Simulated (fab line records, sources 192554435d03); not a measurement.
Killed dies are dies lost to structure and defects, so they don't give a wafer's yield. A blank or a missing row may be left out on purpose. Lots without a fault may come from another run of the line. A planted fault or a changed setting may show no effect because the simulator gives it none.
fab line records | flow n5_finfet | part 2 of 2: steps 22 to 36 of 36
record lots=5 wafers=15 last_day=19
route steps=1938 shown SD_EPI_N@293 SD_EPI_P@295
lots that met no fault: from a run of the same line without faults
start_h: hours from the record's first day to the start of the lot's first wafer shown | wait_h: hours since the lot's step before | " the same as in the row above | L1.1+2: a row that stands for several wafers | - no value, or no start given | * or withheld: withheld | < > ~ a bound
route shown NAME@n: a module of which the file shows steps, and the number in the route of the first | usual: mean/standard deviation of fault-free wafers | same: alike in all rows | chamber/n: place in a boat | sites: the reading at each site | _std_site: their standard deviation | _edge_site: outer sites' mean less inner sites' | radius_mm: how far each site lies from the wafer's centre | mask NAME#n: copy n | behind: the tool/chamber that last shaped the wafer | hold: why the lot was held/for how many hours/how that ended | device: the transistor (n, p or np) that didn't switch | end of line: the same wafers' tests at the end of the route | a step without rows: its recipe alone | killed: dies lost to structure and defects at the first sort, not the wafer's yield | map: a wafer's dies, x killed, . not, _ none there
set.NAME: the setting as run; set.NAME@STEP: as run at that earlier step | model.NAME: the simulator's own value behind a step, which no gauge read
lots at some steps of the route; a table a step, a row a wafer
services: from which hour (start_h, from the record's first day; less than 0 if before it) a tool's chamber was out of use, for how many hours, and why
## steps
# step N5_SD_EPI_P_SD_RECESS_17
# recipe chemistry=HBr/Cl2/O2 target_depth_a=391 bt_time_s=3 pressure_mtorr=10 icp_w=800 bias_w=112 HBr_flow_sccm=150 Cl2_flow_sccm=80 O2_flow_sccm=12
# usual drypump_motor_current_A=5.6/0.36 oes_o_777_au=0.995/0.019 oes_product_au=0.999/0.011 throttle_valve_pct=37.1/0.35
# columns lot.wafer tool chamber start_h wait_h drypump_motor_current_A oes_o_777_au oes_product_au rf_hours_counter_h throttle_valve_pct
L074.2 rie_si-03 3 56.42 0.0 5.5 1.009 1.014 93 37.1
L074.4 " 0 " " 5.2 1.015 1.006 2 37.4
L074.5 " 0 " " 5.1 1.018 1.004 - 37.4
L076.2 rie_si-06 3 67.85 0.0 6.3 0.991 0.988 117 37.3
L076.3 " 1 " " 5.7 0.969 0.998 120 37.7
L076.6 " 1 " " 5.7 0.962 0.990 - 37.7
L080.2 rie_si-02 2 92.34 0.0 6.3 0.976 1.007 94 36.9
L080.3 " 0 " " 5.7 1.029 1.029 6 36.9
L080.5 " 1 " " 5.6 1.007 1.015 - 36.8
L091.3 rie_si-06 0 156.60 0.0 5.4 0.975 0.987 162 37.4
L091.4 " 3 " " 6.3 0.984 0.993 119 37.3
L091.5 " 2 " " 5.7 0.985 0.985 - 36.5
L096.1 rie_si-03 1 195.13 0.0 5.2 1.007 1.013 152 37.0
L096.3 " 3 " " 5.5 1.011 1.004 95 37.1
L096.6 " 1 " " 5.3 1.016 1.006 - 37.0
# step N5_SD_EPI_P_WET_ETCH_45
# recipe chemistry=dHF dilution=withheld time_s=10.7 target=SiO2 target_depth_a=20 temp_c=25 dry=ipa_marangoni rinse_time_s=30 rinse_temp_c=23
# same time_s=10.7
# columns lot.wafer tool chamber start_h wait_h
L074.2+4+5 wet_bench-06 1,0,6 56.51 0.1
L076.2+3+6 wet_bench-03 4,5,1 67.94 0.1
L080.2+3+5 wet_bench-03 4,2,3 92.43 0.1
L091.3+4+5 wet_bench-06 1,0,2 156.71 0.1
L096.1+3+6 wet_bench-05 5,2,6 195.23 0.1
# step N5_SD_EPI_P_STRIP_40
# recipe chemistry=N2/H2 power_w=1000 temp_c=250 h2_frac=0.65 overash_fraction=0.3 pressure_mtorr=withheld n2_flow_sccm=1750 h2_flow_sccm=3250
# usual drypump_motor_current_A=5.89/0.19 heater_power_w=331/30 oes_product_au=0.760/0.01
# columns lot.wafer tool chamber start_h wait_h drypump_motor_current_A heater_power_w oes_product_au rf_hours_counter_h
L074.2 plasma_asher-02 0 56.56 0.0 6.15 305 0.750 72
L074.4 " 0 " " 6.14 300 0.761 -
L074.5 " 1 " " 5.65 379 0.750 -
L076.2 plasma_asher-02 0 67.99 0.0 6.12 295 0.755 75
L076.3 " 0 " " 6.10 309 0.769 -
L076.6 " 0 " " 6.10 299 0.772 -
L080.2 plasma_asher-01 1 92.48 0.0 5.78 305 0.764 39
L080.3 " 0 " " 6.03 351 0.759 -
L080.5 " 1 " " 5.74 299 0.762 -
L091.3 plasma_asher-01 0 156.79 0.1 6.01 340 0.756 -
L091.4 " 1 " " 5.78 304 0.765 -
L091.5 " 0 " " 5.99 337 0.760 -
L096.1 plasma_asher-02 1 195.28 0.0 5.61 375 0.760 98
L096.3 " 1 " " 5.58 380 0.747 -
L096.6 " 0 " " 6.14 304 0.756 -
# step N5_SD_EPI_P_PRECLEAN_52
# recipe chemistry=O3/DIW time_s=60 temp_c=22 o3_ppm=10
# same time_s=60
# columns lot.wafer tool chamber start_h wait_h
L074.2+4+5 wet_bench-03 0,7,6 56.65 -
L076.2+3+6 wet_bench-06 6,7,0 68.08 -
L080.2+3+5 wet_bench-03 3,0,7 92.57 -
L091.3+4+5 wet_bench-03 6,3,5 156.85 -
L096.1+3+6 wet_bench-06 0,3,6 195.36 -
# step N5_SD_EPI_P_SRD_20
# recipe dry=ipa_marangoni do_ppb=5 time_s=30 temp_c=23 rinse_liquid=diw
# same time_s=30
# columns lot.wafer tool chamber start_h wait_h
L074.2+4+5 wet_bench-03 0,7,6 56.67 0.0
L076.2+3+6 wet_bench-06 6,7,0 68.10 0.0
L080.2+3+5 wet_bench-03 3,0,7 92.59 0.0
L091.3+4+5 wet_bench-03 6,3,5 156.87 0.0
L096.1+3+6 wet_bench-06 0,3,6 195.38 0.0
# step N5_SD_EPI_P_PRECLEAN_51
# recipe chemistry=NF3:NH3 afs_cycles=1 temp_c=30 time_s=20 sublimation_temp_c=180 sublimation_time_s=60 pressure_torr=3 rf_power_w=30
# same time_s=20
# columns lot.wafer tool chamber start_h wait_h
L074.2+4+5 epi_rpcvd-04 0 56.75 0.1
L076.2+3+6 epi_rpcvd-01 0 68.19 0.1
L080.2+3+5 epi_rpcvd-04 0 92.68 0.1
L091.3+4+5 epi_rpcvd-04 0 157.01 0.1
L096.1+3+6 epi_rpcvd-04 0 195.43 0.0
# step N5_SD_EPI_P_VAPOR_ETCH_44
# recipe chemistry=NF3/Ar target=SiGe30 temp_c=25 time_s=3.3 mode=isotropic
# same time_s=3.3
# columns lot.wafer tool chamber start_h wait_h
L074.2+4+5 epi_rpcvd-04 0 56.93 0.1
L076.2+3+6 epi_rpcvd-01 0 68.43 0.2
L080.2+3+5 epi_rpcvd-04 0 92.92 0.2
L091.3+4+5 epi_rpcvd-04 0 157.25 0.2
L096.1+3+6 epi_rpcvd-04 0 195.61 0.1
# step N5_SD_EPI_P_EPI_21
# recipe material=SiGe:B dopant=B temp_c=550 pressure_torr=20 ambient=H2 time_s=355
# same time_s=355
# columns lot.wafer tool chamber start_h wait_h
L074.2+4+5 epi_rpcvd-04 0 57.44 0.5
L076.2+3+6 epi_rpcvd-01 0 69.11 0.6
L080.2+3+5 epi_rpcvd-04 0 93.60 0.6
L091.3+4+5 epi_rpcvd-04 0 158.37 1.1
L096.1+3+6 epi_rpcvd-04 0 195.79 0.1
# step N5_SD_EPI_P_EPI_MEAS_23
# recipe mode=xrd
# usual thk_nm=61.0/1.4
# columns lot.wafer tool chamber start_h wait_h thk_nm
L074.2 film_metro-02 - 59.30 1.5 61.3
L074.4 " - " " 63.0
L074.5 " - " " 60.1
L076.2 film_metro-02 - 71.55 2.0 59.7
L076.3 " - " " 59.9
L076.6 " - " " 63.1
L080.2 film_metro-01 - 96.04 2.0 60.4
L080.3 " - " " 60.6
L080.5 " - " " 59.4
L091.3 film_metro-02 - 160.33 1.5 60.9
L091.4 " - " " 61.0
L091.5 " - " " 61.5
L096.1 film_metro-02 - 197.99 1.8 62.1
L096.3 " - " " 59.7
L096.6 " - " " 60.4
# step N5_SD_EPI_P_HM_STRIP_48
# recipe chemistry=H3PO4 temp_c=160 material=SiNx target=SiNx target_depth_a=30 overetch_fraction=0.3
# columns lot.wafer tool chamber start_h wait_h
L074.2+4+5 wet_bench-03 5,0,3 59.33 0.0
L076.2+3+6 wet_bench-03 0,7,3 71.58 0.0
L080.2+3+5 wet_bench-06 6,2,3 96.07 0.0
L091.3+4+5 wet_bench-05 1,6,0 160.36 0.0
L096.1+3+6 wet_bench-05 1,3,6 198.02 0.0
# step N5_SD_EPI_P_SRD_49
# recipe dry=ipa_marangoni time_s=30 temp_c=23 rinse_liquid=diw
# same time_s=30
# columns lot.wafer tool chamber start_h wait_h
L074.2+4+5 wet_bench-03 5,0,3 59.38 0.0
L076.2+3+6 wet_bench-03 0,7,3 71.63 0.0
L080.2+3+5 wet_bench-06 6,2,3 96.12 0.0
L091.3+4+5 wet_bench-05 1,6,0 160.41 0.0
L096.1+3+6 wet_bench-05 1,3,6 198.07 0.0
# step N5_SD_EPI_P_PRECLEAN_24
# recipe chemistry=O3/DIW time_s=45 temp_c=22 o3_ppm=10
# same time_s=45
# columns lot.wafer tool chamber start_h wait_h
L074.2+4+5 wet_bench-03 5,0,3 59.40 0.0
L076.2+3+6 wet_bench-03 0,7,3 71.65 0.0
L080.2+3+5 wet_bench-06 6,2,3 96.14 0.0
L091.3+4+5 wet_bench-05 1,6,0 160.43 0.0
L096.1+3+6 wet_bench-05 1,3,6 198.09 0.0
# step N5_SD_EPI_P_PRECLEAN_32
# recipe chemistry=dHF time_s=10 dilution=500:1 temp_c=25
# same time_s=10
# columns lot.wafer tool chamber start_h wait_h
L074.2+4+5 wet_bench-03 5,0,3 59.41 0.0
L076.2+3+6 wet_bench-03 0,7,3 71.67 0.0
L080.2+3+5 wet_bench-06 6,2,3 96.15 0.0
L091.3+4+5 wet_bench-05 1,6,0 160.45 0.0
L096.1+3+6 wet_bench-05 1,3,6 198.11 0.0
# step N5_SD_EPI_P_PRECLEAN_33
# recipe chemistry=SC2 time_s=45 temp_c=35 mix=1:1:50
# same time_s=45
# columns lot.wafer tool chamber start_h wait_h
L074.2+4+5 wet_bench-03 5,0,3 59.42 0.0
L076.2+3+6 wet_bench-03 0,7,3 71.67 0.0
L080.2+3+5 wet_bench-06 6,2,3 96.16 0.0
L091.3+4+5 wet_bench-05 1,6,0 160.45 0.0
L096.1+3+6 wet_bench-05 1,3,6 198.11 0.0
# step N5_SD_EPI_P_SRD_25
# recipe time_s=30 temp_c=23 rinse_liquid=diw dry=ipa_marangoni
# same time_s=30
# columns lot.wafer tool chamber start_h wait_h
L074.2+4+5 wet_bench-03 5,0,3 59.43 0.0
L076.2+3+6 wet_bench-03 0,7,3 71.68 0.0
L080.2+3+5 wet_bench-06 6,2,3 96.17 0.0
L091.3+4+5 wet_bench-05 1,6,0 160.46 0.0
L096.1+3+6 wet_bench-05 1,3,6 198.12 0.0
## services
# columns tool chamber start_h hours kind
rie_diel-06 3 41.17 1.7 repair
arfi_scanner-01 - 42.32 1.0 pm
rie_diel-06 0 57.25 43.9 repair
wet_bench-06 - 71.57 4.0 repair
arfi_scanner-03 - 73.95 1.3 repair
rie_diel-06 2 76.37 23.5 repair
arfi_scanner-03 - 77.43 0.4 repair
ald_sin-02 0 78.91 3.3 repair
arfi_scanner-03 - 80.00 18.7 repair
arfi_scanner-01 - 83.87 3.1 pm
ald_sin-01 - 85.61 14.0 pm
wet_bench-05 - 109.97 2.0 repair
arfi_scanner-03 - 110.12 1.0 pm
arfi_scanner-01 - 116.81 1.3 pm
rie_diel-06 0 117.80 3.6 repair
wet_bench-06 - 127.30 6.4 repair
arfi_scanner-03 - 132.51 0.7 repair
wet_bench-05 - 132.58 4.4 pm
plasma_asher-02 - 140.98 21.8 repair
rie_diel-02 - 145.67 1.1 repair
wet_bench-06 - 146.66 2.9 repair
wet_bench-06 - 159.46 1.9 pm
rie_diel-06 3 177.16 1.4 repair
rie_diel-06 1 192.14 6.6 repair
